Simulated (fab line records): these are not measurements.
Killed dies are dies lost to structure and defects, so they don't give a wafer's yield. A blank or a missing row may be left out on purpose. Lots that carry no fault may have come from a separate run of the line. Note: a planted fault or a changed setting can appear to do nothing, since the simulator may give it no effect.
A struck lot beside a sound one || flow n5-finfet || 38 steps out of a route of 1938
Sound: wafers L362.2, L362.3, L362.4. Wafers struck: L356.1, L356.3, L356.4. At the end, the cause is stated.
Each step with rows lists, per side, the tool, then ch with its chambers, then its first start. Under that, the readings that differ: sound wafers || struck wafers || difference of the means || sigmas: that difference in standard deviations of wafers without a fault.
alike: a reading whose means differ by less than 2 such deviations, as well as words and numbers matching on both sides. not compared: withheld readings; readings where some wafer has no value; bounds like >300 that might hide an equal value; numbers whose values overlap and for which the record gives no deviation.
Wherever a step has rows on one side only, a row that says differs or no value, or a row with sigmas, the two part there. Non-overlapping numbers with no deviation appear without sigmas and do not part them. A reading that every wafer of one side lacks parts them only if that side has two wafers or more.

first, 11 steps without rows for these wafers: N5_BEOL_M0_CUTY_DESCUM_61 (chemistry O2, time 7.9 s); N5_BEOL_M0_CUTY_ETCH_62 (etches SiARC in CF4, time 58.5 s); N5_BEOL_M0_CUTY_ETCH_63 (etches SOC in N2/H2, target depth 82.7 nm, overetch 16.5 nm, time 124 s); N5_BEOL_M0_CUTY_STRIP_64 (strips in N2/H2); N5_BEOL_M0_ETCH_138 (etches SiCN in CH3F/O2, target depth 12 nm, time 31.6 s); N5_BEOL_M0_HM_OPEN_105 (chemistry Cl2/BCl3, target TiN, target depth 12 nm); N5_BEOL_M0_STRIP_140 (strips in CF4); N5_BEOL_M0_STRIP_104 (strips in N2/H2); N5_BEOL_M0_WET_ETCH_106 (etches SiO2 in DHF, target depth 130 nm, rinse time 30 s); N5_BEOL_M0_ETCH_128 (etches SiCN in CF4/N2, target depth 12 nm, overetch 5.1 nm, time 21.4 s); N5_BEOL_M0_TRENCH_ETCH_107 (etches SiOC in C4F6/O2, target depth 32.8 nm, time 16.4 s).
N5_BEOL_M0_STRIP_142: strips in N2/H2, time 10 s.
  sound on rie-diel-04 ch 0,2,3, day 10 14:19; struck on rie-diel-02 ch 0,1,2, day 9 07:02
  alike: drypump-motor-current-A, h2-flow-sccm, oes-product-au, rf-vpp-V, showerhead-plenum-p-Torr, temp-c, throttle-valve-pct
  not compared: rf-hours-counter-h
then, 25 steps without rows for these wafers: N5_BEOL_M0_HM_STRIP_129 (strips TiN in peroxide tin strip, target depth 17 nm, time 108 s); N5_BEOL_M0_SRD_130 (time 30 s); N5_BEOL_M0_ETCH_109 (etches SiCN in CH3F/O2, target depth 8 nm, overetch 2.4 nm, time 27.4 s); N5_BEOL_M0_STRIP_139 (strips in post etch residue remover, time 60 s); N5_BEOL_M0_SRD_111 (time 30 s); N5_BEOL_M0_DEGAS_112 (time 60 s); N5_BEOL_M0_PRE_CLEAN_113 (time 30 s); N5_BEOL_M0_ALD_136 (deposits TaN, pulse time 2 s, purge time 3 s, co reactant purge time 2 s); N5_BEOL_M0_SURFACE_TREAT_137; N5_BEOL_M0_CVD_115 (deposits Co from CCTBA/H2, time 120 s); N5_BEOL_M0_SPUTTER_116 (material Cu, target thk 4 nm, time 7.37 s); N5_BEOL_M0_ANNEAL_117 (time 60 s); N5_BEOL_M0_SPUTTER_132 (material Cu, target thk 4 nm, time 7.37 s); N5_BEOL_M0_ANNEAL_133 (time 60 s); N5_BEOL_M0_SPUTTER_134 (material Cu, target thk 4 nm, time 7.37 s); N5_BEOL_M0_ANNEAL_135 (time 60 s); N5_BEOL_M0_SPUTTER_141 (material Cu, target thk 4 nm, time 7.37 s); N5_BEOL_M0_ECD_118 (material Cu, target thk 300 nm); N5_BEOL_M0_ANNEAL_119 (time 90 s); N5_BEOL_M0_CMP_120 (polishes, stops on SiOC, t overpolish 6.9 s); N5_BEOL_M0_PRE_CLEAN_131 (time 15 s); N5_BEOL_M0_CO_CAP_123 (material Co, precursor CCTBA/H2, target thk 2 nm, time 102.1 s); N5_BEOL_M0_PRE_CLEAN_124 (time 15 s); N5_BEOL_M0_DEP_125 (deposits SiCN from 3MS/NH3, target thk 8 nm, time 14 s); N5_BEOL_M1_ILD_DEP_00 (deposits SiOC from DEMS/O2, target thk 79 nm, time 15.3 s).
-- record jumps: 11 days separate the struck wafers' starts on either side; left off in module BEOL_M1, taken up again in module PASSIVATION, whose first shown step is the route's number 1936 --
N5_PASSIVATION_PROBE_49:
  sound on prober-01 at day 22 05:00; struck on prober-02 at day 20 12:38
{"reading": "defect-limited-yield (%)", "sound": "90.6 92.4 90.6", "struck": "83.0 85.8 83.6", "difference": -7.1, "sigmas": -6}
{"reading": "killed_at_M0_to_M3", "sound": "34 24 27", "struck": "135 111 133", "difference": "+98", "sigmas": "+10"}
{"reading": "killed-dies", "sound": "111 90 111", "struck": "201 167 194", "difference": "+83", "sigmas": "+6"}
{"reading": "killed-on-rim", "sound": "15 17 13", "struck": "25 21 31", "difference": "+11", "sigmas": "+3"}
{"reading": "sort_bin_5_function (%)", "sound": "5.8 5.1 5.3", "struck": "10.5 8.5 10.5", "difference": "+4.4", "sigmas": "+5"}
{"reading": "sort-n-pass", "sound": "1069 1090 1069", "struck": "979 1013 986", "difference": -83, "sigmas": -6}
{"reading": "sort-yield-pct (%)", "sound": "90.6 92.4 90.6", "struck": "83.0 85.8 83.6", "difference": -7.1, "sigmas": -6}
  alike: killed_at_M4_up, killed-at-contacts, killed-at-front-end, killed-at-other, killed-open, killed-short, sort_bin_6_memory

## WHERE THEY PART
Only at N5_PASSIVATION_PROBE_49, within this record.

WHY: the cause the simulator had injected
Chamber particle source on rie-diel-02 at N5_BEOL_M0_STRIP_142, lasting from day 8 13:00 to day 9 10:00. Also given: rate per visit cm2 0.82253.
